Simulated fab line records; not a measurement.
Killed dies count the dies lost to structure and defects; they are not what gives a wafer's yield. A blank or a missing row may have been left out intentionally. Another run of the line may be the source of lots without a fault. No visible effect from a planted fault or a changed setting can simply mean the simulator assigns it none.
fab line records	flow nandHarc
record: lots: 12	wafers: 36	lastDay: 25
route steps=1159 shown A_STAIRCASE@594 END@1159
lots untouched by any fault: they come from a run of this same line in which no faults occurred
startH: start of the lot's first displayed wafer, in hours after the record's first day	waitH: time in hours since the lot's previous step	" unchanged from the row above	L1.1+2: several wafers, shown together as one row	- value missing, or start not given	* or withheld: withheld	< > ~ a bound
route shown NAME@n: a module of which the file shows steps, and the number in the route of the first	usual: average and standard deviation across the fault-free wafers	same: alike in all rows	chamber/n: place in a boat	sites: each site's reading	_std_site: the values' standard deviation	_edge_site: inner sites' mean taken away from outer sites' mean	radiusMm: how far each site lies from the wafer's centre	mask NAME#n: copy n	behind: the tool/chamber that last shaped the wafer	hold: why the lot was held/for how many hours/how that ended	device: the transistor (n, p or np) that didn't switch	end of line: at the end of the route, the tests of the same wafers	step lacking rows: just its recipe	killed: count of dies lost to structure and defects at first sort (not the wafer's yield)	map: a wafer's dies, x killed, . not, _ none there
set.NAME: the setting as run; set.NAME@STEP: as run at that earlier step	model.NAME: the simulator's own value behind a step, which no gauge read
steps of the route over a sample of lots; a table a step, a row a wafer
services: from which hour (startH, from the record's first day; less than 0 if before it) a tool's chamber was out of use, for how many hours, and why
== steps ==
step: NHARC_A_STAIRCASE_TRIM_200
recipe: timeS: 211.2	o2FlowSccm: 500	arFlowSccm: 0	biasW: 0	chemistry: O2
usual: drypumpMotorCurrentA: 5.8/0.48	oesProductAu: 0.996/0.012	rfVppV: 57.7/0.75	showerheadPlenumPTorr: 3.51/0.11	throttleValvePct: 17.037/0.0089
lot.wafer	tool	chamber	startH	waitH	drypumpMotorCurrentA	oesProductAu	rfHoursCounterH	rfVppV	showerheadPlenumPTorr	throttleValvePct
L648.2	rieDiel-02	3	-	-	6.0	1.001	40	56.8	3.34	17.032
L648.3	"	2	"	"	5.7	0.996	34	57.0	3.46	17.042
L648.6	"	0	"	"	6.0	1.003	-	57.5	3.34	17.033
L646.1	rieDiel-01	2	-	-	5.2	1.002	50	58.2	3.62	17.036
L646.2	"	0	"	"	5.9	0.979	49	57.5	3.64	17.037
L646.6	"	3	"	"	6.6	1.001	-	58.4	3.68	17.035
L645.1	rieDiel-01	2	-	-	5.2	1.008	52	57.6	3.62	17.041
L645.3	"	0	"	"	5.9	0.992	51	59.1	3.64	17.038
L645.5	"	2	"	"	5.2	1.018	-	56.4	3.62	17.033
L647.4	rieDiel-02	0	-	-	6.0	1.005	43	58.2	3.34	17.017
L647.3	"	1	"	"	6.2	0.978	39	58.4	3.71	17.033
L647.6	"	1	"	"	6.1	0.976	-	58.2	3.71	17.036
L650.3	rieDiel-02	0	-	-	6.0	0.993	45	58.5	3.33	17.041
L650.4	"	2	"	"	5.7	0.975	43	59.0	3.46	17.021
L650.6	"	3	"	"	6.0	1.000	-	57.6	3.33	17.036
L652.1	rieDiel-01	2	-	-	5.1	1.011	63	58.7	3.61	17.040
L652.2	"	3	"	"	6.6	1.002	62	57.1	3.67	17.049
L652.5	"	1	"	"	5.0	1.011	-	57.0	3.45	17.039
L657.1	rieDiel-06	1	-	-	5.1	0.996	28	58.8	3.49	17.037
L657.4	"	2	"	"	5.9	0.998	30	58.8	3.49	17.047
L657.2	"	3	"	"	6.4	1.000	18	57.4	3.47	17.050
L654.2	rieDiel-01	1	-	-	5.0	1.024	3	57.0	3.45	17.022
L654.6	"	3	"	"	6.6	1.000	-	58.2	3.67	17.030
L654.5	"	0	"	"	5.9	0.995	-	58.4	3.63	17.039
L659.3	rieDiel-01	1	-	-	5.0	1.016	8	57.2	3.44	17.029
L659.1	"	0	"	"	5.9	1.001	9	57.6	3.63	17.036
L659.5	"	2	"	"	5.2	1.013	-	56.6	3.61	17.042
L663.3	rieDiel-06	3	-	-	6.4	1.001	31	56.3	3.46	17.033
L663.1	"	1	"	"	5.1	0.981	40	58.6	3.48	17.035
L663.6	"	2	"	"	5.9	0.996	-	58.8	3.48	17.016
L665.2	rieDiel-06	3	-	-	6.4	1.008	38	57.6	3.46	17.041
L665.1	"	0	"	"	5.6	0.989	49	57.8	3.50	17.039
L665.3	"	1	"	"	5.1	0.988	46	57.1	3.48	17.023
L666.4	rieDiel-06	2	-	-	5.9	1.002	52	58.2	3.47	17.049
L666.3	"	3	"	"	6.4	0.997	42	56.2	3.45	17.029
L666.1	"	0	"	"	5.7	0.983	53	58.4	3.50	17.032
step: NHARC_A_STAIRCASE_ETCH_201
recipe: targetDepthA: 1000	timeS: 40.5	ionEnergyEv: 400	c4f8FlowSccm: 20	o2FlowSccm: 10	arFlowSccm: withheld	rfW: 600	biasW: 1000	chemistry: C4F8/O2
usual: oesProductAu: 0.937/0.014	rfVppV: 896/4.1
lot.wafer	tool	chamber	startH	waitH	oesProductAu	rfHoursCounterH	rfVppV
L648.2	rieDiel-02	2	-	-	0.925	34	894
L648.3	"	3	"	"	0.927	40	889
L648.6	"	1	"	"	0.905	-	903
L646.2	rieDiel-01	0	-	-	0.949	49	900
L646.1	"	2	"	"	0.943	50	899
L646.6	"	0	"	"	0.931	-	901
L645.1	rieDiel-01	1	-	-	0.958	52	894
L645.3	"	2	"	"	0.954	52	901
L645.5	"	0	"	"	0.929	-	899
L647.4	rieDiel-02	1	-	-	0.925	39	904
L647.3	"	2	"	"	0.937	39	894
L647.6	"	2	"	"	0.931	-	895
L650.3	rieDiel-02	2	-	-	0.944	43	892
L650.4	"	0	"	"	0.940	45	890
L650.6	"	2	"	"	0.952	-	893
L652.2	rieDiel-01	2	-	-	0.944	63	899
L652.1	"	3	"	"	0.950	62	901
L652.5	"	1	"	"	0.939	-	893
L657.2	rieDiel-06	3	-	-	0.940	18	894
L657.4	"	0	"	"	0.925	29	895
L657.1	"	2	"	"	0.949	30	894
L654.2	rieDiel-01	1	-	-	0.969	3	891
L654.5	"	1	"	"	0.976	-	894
L654.6	"	2	"	"	0.971	-	900
L659.3	rieDiel-01	2	-	-	0.966	9	900
L659.1	"	0	"	"	0.960	9	901
L659.5	"	2	"	"	0.954	-	898
L663.1	rieDiel-06	3	-	-	0.948	31	893
L663.3	"	0	"	"	0.941	42	895
L663.6	"	3	"	"	0.939	-	893
L665.3	rieDiel-06	2	-	-	0.949	48	895
L665.2	"	3	"	"	0.942	38	893
L665.1	"	1	"	"	0.943	46	894
L666.3	rieDiel-06	3	-	-	0.959	42	893
L666.4	"	0	"	"	0.945	53	895
L666.1	"	1	"	"	0.928	50	894
step: NHARC_A_STAIRCASE_TRIM_224
recipe: timeS: 211.2	o2FlowSccm: 500	arFlowSccm: 0	biasW: 0	chemistry: O2
usual: drypumpMotorCurrentA: 5.8/0.49	oesProductAu: 0.997/0.013	rfVppV: 57.7/0.9	showerheadPlenumPTorr: 3.52/0.13	throttleValvePct: 17.036/0.0084
lot.wafer	tool	chamber	startH	waitH	drypumpMotorCurrentA	oesProductAu	rfHoursCounterH	rfVppV	showerheadPlenumPTorr	throttleValvePct
L648.2	rieDiel-06	1	263.12	-	5.1	0.991	5	57.2	3.50	17.035
L648.3	"	2	"	"	5.9	0.995	6	56.8	3.50	17.024
L648.6	"	2	"	"	5.9	0.988	-	59.2	3.50	17.048
L646.1	rieDiel-06	0	263.24	-	5.7	0.989	6	58.2	3.52	17.012
L646.2	"	1	"	"	5.1	0.990	5	56.6	3.50	17.027
L646.6	"	2	"	"	5.9	0.978	-	57.2	3.50	17.027
L645.1	rieDiel-01	3	266.27	-	6.6	0.995	52	57.1	3.68	17.025
L645.3	"	1	"	"	5.0	1.018	52	57.8	3.46	17.040
L645.5	"	0	"	"	5.9	0.984	-	59.4	3.64	17.035
L647.4	rieDiel-01	2	272.46	-	5.2	0.999	53	58.4	3.62	17.048
L647.3	"	0	"	"	5.8	0.984	52	58.2	3.64	17.051
L647.6	"	1	"	"	5.0	1.011	-	57.0	3.46	17.046
L650.3	rieDiel-02	0	284.66	-	6.0	0.992	46	57.2	3.33	17.021
L650.4	"	1	"	"	6.1	0.976	43	57.1	3.70	17.028
L650.6	"	3	"	"	6.0	1.009	-	57.2	3.33	17.048
L652.2	rieDiel-06	3	300.68	-	6.4	0.998	8	56.6	3.47	17.019
L652.1	"	0	"	"	5.7	0.991	21	57.1	3.52	17.019
L652.5	"	1	"	"	5.1	0.975	-	58.4	3.49	17.035
L657.2	rieDiel-01	1	333.65	-	5.0	1.016	4	59.0	3.44	17.040
L657.4	"	2	"	"	5.2	1.009	4	58.3	3.61	17.048
L657.1	"	0	"	"	5.9	0.994	4	56.6	3.63	17.033
L654.2	rieDiel-01	0	334.95	-	5.8	0.999	4	58.7	3.63	17.026
L654.6	"	2	"	"	5.2	1.002	-	58.7	3.61	17.034
L654.5	"	3	"	"	6.6	0.993	-	56.7	3.67	17.038
L659.3	rieDiel-02	2	349.76	-	5.7	0.981	6	58.2	3.45	17.051
L659.1	"	1	"	"	6.1	0.983	7	58.9	3.69	17.042
L659.5	"	3	"	"	6.0	1.005	-	57.6	3.32	17.021
L663.3	rieDiel-01	1	357.69	-	5.0	1.210	14	56.4	3.44	17.024
L663.1	"	2	"	"	5.2	1.208	14	58.3	3.60	17.036
L663.6	"	2	"	"	5.2	1.217	-	57.3	3.60	17.035
L665.3	rieDiel-01	3	372.28	-	6.6	1.188	22	58.3	3.66	17.035
L665.1	"	1	"	"	5.0	1.219	21	58.6	3.44	17.030
L665.2	"	2	"	"	5.2	1.226	20	58.0	3.60	17.023
L666.1	rieDiel-02	3	383.34	-	6.0	0.998	17	58.0	3.32	17.037
L666.3	"	3	"	"	6.0	0.996	-	57.6	3.32	17.044
L666.4	"	0	"	"	6.0	0.998	-	57.9	3.32	17.047
step: NHARC_A_STAIRCASE_TRIM_226
recipe: timeS: 211.2	o2FlowSccm: 500	arFlowSccm: 0	biasW: 0	chemistry: O2
usual: drypumpMotorCurrentA: 5.8/0.48	oesProductAu: 0.999/0.013	rfVppV: 57.8/0.81	showerheadPlenumPTorr: 3.52/0.13	throttleValvePct: 17.037/0.0091
lot.wafer	tool	chamber	startH	waitH	drypumpMotorCurrentA	oesProductAu	rfHoursCounterH	rfVppV	showerheadPlenumPTorr	throttleValvePct
L648.3	rieDiel-06	2	-	-	5.9	0.986	6	58.4	3.50	17.036
L648.2	"	1	"	"	5.1	0.991	5	57.3	3.50	17.028
L648.6	"	2	"	"	5.9	0.986	-	56.5	3.50	17.047
L646.1	rieDiel-06	2	-	-	5.9	0.981	7	57.8	3.50	17.028
L646.2	"	0	"	"	5.6	0.984	6	56.6	3.52	17.045
L646.6	"	2	"	"	5.9	0.994	-	58.8	3.50	17.027
L645.3	rieDiel-01	0	-	-	5.9	0.992	51	58.7	3.64	17.033
L645.1	"	3	"	"	6.6	1.002	52	58.1	3.68	17.057
L645.5	"	0	"	"	5.9	0.996	-	57.6	3.64	17.038
L647.4	rieDiel-01	1	-	-	5.0	1.014	53	58.4	3.46	17.036
L647.3	"	2	"	"	5.2	0.995	54	59.3	3.62	17.043
L647.6	"	0	"	"	5.8	0.993	-	58.7	3.64	17.027
L650.4	rieDiel-02	0	-	-	6.0	0.988	46	56.3	3.33	17.029
L650.3	"	2	"	"	5.7	0.991	44	57.7	3.46	17.037
L650.6	"	0	"	"	6.0	0.987	-	56.5	3.33	17.038
L652.2	rieDiel-06	2	-	-	5.9	0.999	21	57.9	3.49	17.034
L652.1	"	0	"	"	5.6	0.985	21	56.5	3.52	17.036
L652.5	"	1	"	"	5.1	0.990	-	56.6	3.49	17.035
L657.1	rieDiel-01	3	-	-	6.6	0.999	4	58.4	3.67	17.030
L657.2	"	0	"	"	5.9	0.997	4	58.6	3.63	17.041
L657.4	"	1	"	"	5.0	1.017	4	58.7	3.45	17.028
L654.2	rieDiel-01	0	-	-	5.9	0.997	4	57.4	3.63	17.041
L654.5	"	0	"	"	5.9	0.991	-	57.7	3.63	17.040
L654.6	"	1	"	"	5.0	1.022	-	57.2	3.44	17.050
L659.1	rieDiel-02	1	-	-	6.2	0.987	7	56.8	3.69	17.028
L659.3	"	2	"	"	5.7	0.996	7	55.8	3.45	17.042
L659.5	"	2	"	"	5.7	0.992	-	58.2	3.45	17.023
L663.3	rieDiel-01	1	-	-	5.0	1.008	15	56.4	3.44	17.029
L663.1	"	2	"	"	5.2	1.022	14	59.1	3.60	17.032
L663.6	"	1	"	"	5.0	1.025	-	57.1	3.44	17.036
L665.2	rieDiel-01	0	-	-	5.8	1.003	22	57.7	3.62	17.038
L665.1	"	1	"	"	5.0	1.013	21	58.7	3.44	17.036
L665.3	"	2	"	"	5.2	1.025	20	57.4	3.60	17.039
L666.1	rieDiel-02	0	-	-	6.0	1.002	13	58.8	3.32	17.048
L666.3	"	3	"	"	6.0	0.995	-	56.6	3.32	17.056
L666.4	"	0	"	"	6.0	1.008	-	57.8	3.32	17.042
step: NHARC_END_SORT_01
recipe: tempC: 25
usual: killedAtArray: 29/10	killedAtOther: 0.7/1.1	killedAtPeriphery: 3.3/2.4	killedDies: 33/11	killedOpen: 3.3/2	killedShort: 1.9/1.3
same: grossDies: 677
lot.wafer	tool	chamber	startH	waitH	killedAtArray	killedAtOther	killedAtPeriphery	killedDies	killedOpen	killedShort
L663.1	prober-02	0	573.30	2.5	36	0	1	37	1	0
L665.3	prober-02	0	582.65	3.1	42	0	2	44	6	2
killed by level:class
L663.1 A_CHANNEL_HOLE_D1:chamberFilmFlake=23 A_STAIRCASE:areaTrim=7 A_CONTACT:chamberFilmFlake=2 P_GATE:geometricParticle:open=1 A_ZERO_WELL:chamberFilmFlake=1 A_STAIRCASE:chamberFilmFlake=1 A_SLIT:chamberFilmFlake=1 A_WL_FILL:chamberFilmFlake=1
L665.3 A_SLIT:chamberFilmFlake=15 A_CHANNEL_HOLE_D1:chamberFilmFlake=8 A_STAIRCASE:areaTrim=7 A_WL_FILL:chamberFilmFlake=3 A_CHANNEL_FILL_D1:geometricParticle:short=2 A_BLC:geometricParticle:open=2 A_STAIRCASE:chamberFilmFlake=2 P_CONTACT:geometricParticle:open=1
== services ==
tool	chamber	startH	hours	kind
rieDiel-06	-	241.28	9.0	pm
rieDiel-01	0	245.32	-	clean
rieDiel-01	1	245.32	-	clean
rieDiel-01	2	245.32	-	clean
rieDiel-01	3	245.32	-	clean
rieDiel-06	3	261.21	33.1	repair
rieDiel-06	-	267.38	0.8	repair
rieDiel-01	0	269.83	-	clean
rieDiel-01	1	269.83	-	clean
rieDiel-01	2	269.83	-	clean
rieDiel-01	3	269.83	-	clean
rieDiel-06	2	280.77	1.3	repair
rieDiel-01	0	294.33	-	clean
rieDiel-01	1	294.33	-	clean
rieDiel-01	2	294.33	-	clean
rieDiel-01	3	294.33	-	clean
rieDiel-01	-	314.80	9.0	pm
rieDiel-01	0	314.80	9.0	ventCycle
rieDiel-01	1	314.80	9.0	ventCycle
rieDiel-01	2	314.80	9.0	ventCycle
rieDiel-02	-	327.70	9.0	pm
rieDiel-02	0	369.04	2.8	repair
rieDiel-02	1	376.46	9.8	repair
rieDiel-02	2	382.81	3.4	repair
== key ==
firstSign: step: NHARC_A_STAIRCASE_TRIM_224	reading: oesProductAu	direction: up	sigmas: 17	usual: 0.997	struck: 1.211
effect none on later readings
metAt NHARC_A_STAIRCASE_TRIM_224
struckLots L663,L665
testerLeftOut L663,L665
notActingAt NHARC_A_STAIRCASE_TRIM_200,NHARC_A_STAIRCASE_ETCH_201,NHARC_A_STAIRCASE_TRIM_226
onsetBetween 334.95 357.69
fault: kind: processParameterDrift	tool: rieDiel-01	chamber: -	onsetH: 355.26	steps: NHARC_A_STAIRCASE_TRIM_224	channel: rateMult	offset: 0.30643	shape: step	endH: 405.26
testerLeftOut: of these lots the tester's yield and bins aren't shown, on N5 and GAA mostly nor the transistor test; their killed dies are dies lost to structure and defects alone, not to doping, threshold or leakage, so they don't give the yield
